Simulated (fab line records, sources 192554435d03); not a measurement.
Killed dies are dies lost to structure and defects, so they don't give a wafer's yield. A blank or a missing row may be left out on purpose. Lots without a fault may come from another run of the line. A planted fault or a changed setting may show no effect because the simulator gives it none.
Which tool did it? | flow n5_finfet | 10 lots, 29 wafers sampled, at 5 steps of a route of 1938

WHAT THE GAUGES READ, wafer by wafer
N5_BEOL_M4_RC_MEAS_101. Usual: DIBL_N 36.0 mV/V, standard deviation 2; DIBL_P 36.2 mV/V, standard deviation 2.2; IOFF_N 0.16 nA/um, standard deviation 0.034; IOFF_P 0.21 nA/um, standard deviation 0.04; ION_N 675 uA/um, standard deviation 12; ION_P 463 uA/um, standard deviation 7.2; SS_N 71.6 mV/dec, standard deviation 0.6; SS_P 73.3 mV/dec, standard deviation 0.67; VT_N 250 mV, standard deviation 3; VT_P -251 mV, standard deviation 3.4.
lot  | measured     | on        | DIBL_N (mV/V)  | DIBL_P (mV/V)  | IOFF_N (nA/um) | IOFF_P (nA/um) | ION_N (uA/um) | ION_P (uA/um) | SS_N (mV/dec)  | SS_P (mV/dec)  | VT_N (mV)   | VT_P (mV)      | flag
L216 | day 8 20:47  | prober-02 | 33.9 35.8 33.0 | 35.7 37.6 34.6 | 0.13 0.15 0.11 | 0.18 0.19 0.16 | 667 680 648   | 460 460 445   | 71.1 71.4 71.1 | 73.1 73.6 72.9 | 251 248 255 | -252 -253 -255 |
L217 | day 9 01:07  | prober-02 | 36.7 34.7 35.8 | 38.3 36.3 37.5 | 0.18 0.15 0.16 | 0.23 0.20 0.21 | 680 669 669   | 465 461 460   | 71.9 71.4 71.4 | 72.7 72.7 72.5 | 249 251 248 | -249 -252 -252 |
L218 | day 9 06:21  | prober-02 | 35.2 36.7 34.6 | 35.2 36.1 35.2 | 0.14 0.16 0.13 | 0.18 0.18 0.17 | 681 673 665   | 460 455 461   | 71.1 71.7 70.6 | 73.5 72.3 72.1 | 251 251 250 | -251 -254 -252 |
L224 | day 10 18:38 | prober-02 | 35.9 36.6      | 37.2 37.4      | 0.18 0.19      | 0.21 0.22      | 686 688       | 464 462       | 71.9 72.1      | 73.5 73.7      | 248 248     | -253 -252      |
L225 | day 11 02:45 | prober-01 | 40.9 40.6 39.4 | 40.8 40.0 38.3 | 0.20 0.20 0.18 | 0.26 0.25 0.22 | 700 687 697   | 469 466 470   | 71.1 71.7 71.0 | 75.2 74.1 74.0 | 247 247 249 | -249 -249 -250 |
L226 | day 11 05:12 | prober-01 | 37.9 37.9 35.4 | 39.9 39.9 36.6 | 0.20 0.20 0.16 | 0.28 0.29 0.24 | 682 694 678   | 468 481 470   | 72.1 72.4 71.5 | 74.6 73.7 73.3 | 244 245 248 | -246 -246 -248 |
L231 | day 12 15:52 | prober-02 | 34.0 35.0 33.0 | 35.0 35.1 33.5 | 0.12 0.13 0.11 | 0.19 0.19 0.17 | 664 669 653   | 466 453 459   | 70.8 71.7 70.2 | 73.1 73.5 72.1 | 256 253 256 | -253 -253 -252 |
L236 | day 13 23:46 | prober-01 | 39.8 35.9 35.3 | 39.3 36.6 35.1 | 0.24 0.17 0.15 | 0.29 0.23 0.21 | 696 690 669   | 470 464 467   | 72.4 71.0 71.4 | 74.2 72.5 72.7 | 243 247 251 | -246 -247 -252 |
L235 | day 14 02:49 | prober-02 | 36.8 38.6 34.2 | 36.9 37.4 32.8 | 0.16 0.20 0.13 | 0.20 0.21 0.16 | 672 692 664   | 463 465 452   | 71.1 71.9 71.2 | 73.5 73.9 71.9 | 249 247 252 | -253 -251 -254 |
L237 | day 14 05:08 | prober-01 | 34.0 35.2 35.9 | 33.6 34.5 34.8 | 0.12 0.14 0.15 | 0.18 0.19 0.19 | 669 666 673   | 459 456 456   | 71.1 71.7 71.7 | 73.0 73.5 72.7 | 253 252 250 | -252 -254 -253 |

WHICH TOOL RAN EACH LOT (tool, then ch and the chambers of the sampled wafers, then the start)
lot  | N5_BEOL_M3_ANNEAL_82         | N5_BEOL_M3_ANNEAL_91         | N5_BEOL_M3_CO_CAP_55             | N5_BEOL_M4_PECVD_72
L216 | pvd_sputter-03, day 8 05:04  | pvd_sputter-03, day 8 05:44  | cvd_co-02 ch 0,1, day 8 07:14    | pecvd-04 ch 0,1, day 8 07:35
L217 | pvd_sputter-01, day 8 11:04  | pvd_sputter-01, day 8 11:43  | cvd_co-01 ch 1,2, day 8 13:10    | pecvd-03 ch 0,1,2, day 8 13:32
L218 | pvd_sputter-02, day 8 15:47  | pvd_sputter-02, day 8 16:26  | cvd_co-01 ch 0,1, day 8 18:01    | pecvd-04 ch 0,1,2, day 8 18:22
L224 | pvd_sputter-03, day 9 23:08  | pvd_sputter-03, day 9 23:48  | cvd_co-01 ch 2, day 10 01:14     | pecvd-03 ch 0,1, day 10 01:37
L225 | pvd_sputter-01, day 10 02:58 | pvd_sputter-01, day 10 03:38 | cvd_co-01 ch 0,1,2, day 10 05:14 | pecvd-04 ch 1,2, day 10 05:37
L226 | pvd_sputter-01, day 10 16:41 | pvd_sputter-01, day 10 17:21 | cvd_co-01 ch 0,1, day 10 18:49   | pecvd-03 ch 0,1,2, day 10 19:13
L231 | pvd_sputter-03, day 12 05:27 | pvd_sputter-03, day 12 06:07 | cvd_co-02 ch 0,1,2, day 12 07:34 | pecvd-04 ch 0,1,2, day 12 07:58
L236 | pvd_sputter-03, day 13 09:37 | pvd_sputter-03, day 13 10:17 | cvd_co-02 ch 0,1,2, day 13 12:00 | pecvd-04 ch 0,1, day 13 12:21
L235 | pvd_sputter-03, day 13 12:35 | pvd_sputter-03, day 13 13:14 | cvd_co-02 ch 0,1, day 13 14:41   | pecvd-03 ch 0,2, day 13 15:02
L237 | pvd_sputter-02, day 13 13:58 | pvd_sputter-02, day 13 14:37 | cvd_co-02 ch 0,1,2, day 13 16:05 | pecvd-04 ch 0,2, day 13 16:26
- N5_BEOL_M3_ANNEAL_82: time 240 s.
- N5_BEOL_M3_ANNEAL_91: time 240 s.
- N5_BEOL_M3_CO_CAP_55: material Co, precursor CCTBA/H2, target thk 2 nm, time 102.1 s.
- N5_BEOL_M4_PECVD_72: deposits SiO2 from TEOS/O2, target thk 16 nm, time 18 s.

WHAT THE TOOLS THEMSELVES READ (means of the sampled wafers that have a number; where no wafer has one, the mark that the record gives instead)
N5_BEOL_M3_ANNEAL_82. Usual: heater_power_w 823 W, standard deviation 80.
lot  | tool           | heater_power_w (W) | flag
L216 | pvd_sputter-03 | 865                |
L217 | pvd_sputter-01 | 767                |
L218 | pvd_sputter-02 | 792                |
L224 | pvd_sputter-03 | 780                |
L225 | pvd_sputter-01 | 837                |
L226 | pvd_sputter-01 | 813                |
L231 | pvd_sputter-03 | 965                |
L236 | pvd_sputter-03 | 899                |
L235 | pvd_sputter-03 | 886                |
L237 | pvd_sputter-02 | 775                |

N5_BEOL_M3_ANNEAL_91. Usual: heater_power_w 823 W, standard deviation 82.
lot  | tool           | heater_power_w (W) | flag
L216 | pvd_sputter-03 | 857                |
L217 | pvd_sputter-01 | 758                |
L218 | pvd_sputter-02 | 778                |
L224 | pvd_sputter-03 | 788                |
L225 | pvd_sputter-01 | 843                |
L226 | pvd_sputter-01 | 807                |
L231 | pvd_sputter-03 | 963                |
L236 | pvd_sputter-03 | 891                |
L235 | pvd_sputter-03 | 886                |
L237 | pvd_sputter-02 | 788                |

N5_BEOL_M3_CO_CAP_55. Usual: heater_power_w 226 W, standard deviation 12; run_length_s 125.0 s, standard deviation 0.45.
lot  | tool      | heater_power_w (W) | run_length_s (s) | flag
L216 | cvd_co-02 | 227                | 125.2            |
L217 | cvd_co-01 | 220                | 125.5            |
L218 | cvd_co-01 | 224                | 124.6            |
L224 | cvd_co-01 | 226                | 140.1            | OFF
L225 | cvd_co-01 | 223                | 135.2            | OFF
L226 | cvd_co-01 | 217                | 135.0            | OFF
L231 | cvd_co-02 | 227                | 125.4            |
L236 | cvd_co-02 | 225                | 124.9            |
L235 | cvd_co-02 | 228                | 125.1            |
L237 | cvd_co-02 | 231                | 125.1            |

N5_BEOL_M4_PECVD_72. Usual: heater_power_w 745 W, standard deviation 72; showerhead_plenum_p_Torr 8.81 Torr, standard deviation 0.068; throttle_valve_pct 21.8 %, standard deviation 0.95.
lot  | tool     | heater_power_w (W) | showerhead_plenum_p_Torr (Torr) | throttle_valve_pct (%) | flag
L216 | pecvd-04 | 777                | 8.87                            | 21.7                   |
L217 | pecvd-03 | 752                | 8.77                            | 22.5                   |
L218 | pecvd-04 | 755                | 8.83                            | 21.7                   |
L224 | pecvd-03 | 744                | 8.77                            | 21.8                   |
L225 | pecvd-04 | 753                | 8.82                            | 22.2                   |
L226 | pecvd-03 | 727                | 8.76                            | 21.5                   |
L231 | pecvd-04 | 712                | 8.85                            | 21.7                   |
L236 | pecvd-04 | 784                | 8.88                            | 21.9                   |
L235 | pecvd-03 | 668                | 8.80                            | 21.2                   |
L237 | pecvd-04 | 668                | 8.84                            | 21.0                   |

THE ANSWER, worked out from the rows above alone
Rule: a lot is off if the mean of its wafers that have a number lies more than 3 standard deviations from the usual mean. A lot without any number at a reading at which 4 lots or more have one is off too. The other lots that the step has rows for count as sound. The gauges are gone through in route order, then the tools' own readings, and for those a lot's mean is taken as printed above. The first step at which some lot is off is used, and at that step the reading that is off furthest; a lot without a number counts as furthest.
Off: L224, L225, L226, at N5_BEOL_M3_CO_CAP_55 (run_length_s).
A tool fits if, at that step or a process step before it, it ran every lot that is off, and no sound lot after the first of them. One fits: cvd_co-01 at N5_BEOL_M3_CO_CAP_55. Its last sound lot is L218 (day 8 18:01), its first lot that is off L224 (day 10 01:14): a fault that began between those two fits.
The tool's own readings at N5_BEOL_M3_CO_CAP_55 bear it out: on the lots that are off they differ by more than 5 times the standard deviation of the sound lots' means. run_length_s reads 136.8 s there against 125.1 s on the sound lots.

WHAT THE SIMULATOR HAD PUT IN
Process parameter drift: cvd_co-01, from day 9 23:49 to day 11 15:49, at N5_BEOL_M3_CO_CAP_55. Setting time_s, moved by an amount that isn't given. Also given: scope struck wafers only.
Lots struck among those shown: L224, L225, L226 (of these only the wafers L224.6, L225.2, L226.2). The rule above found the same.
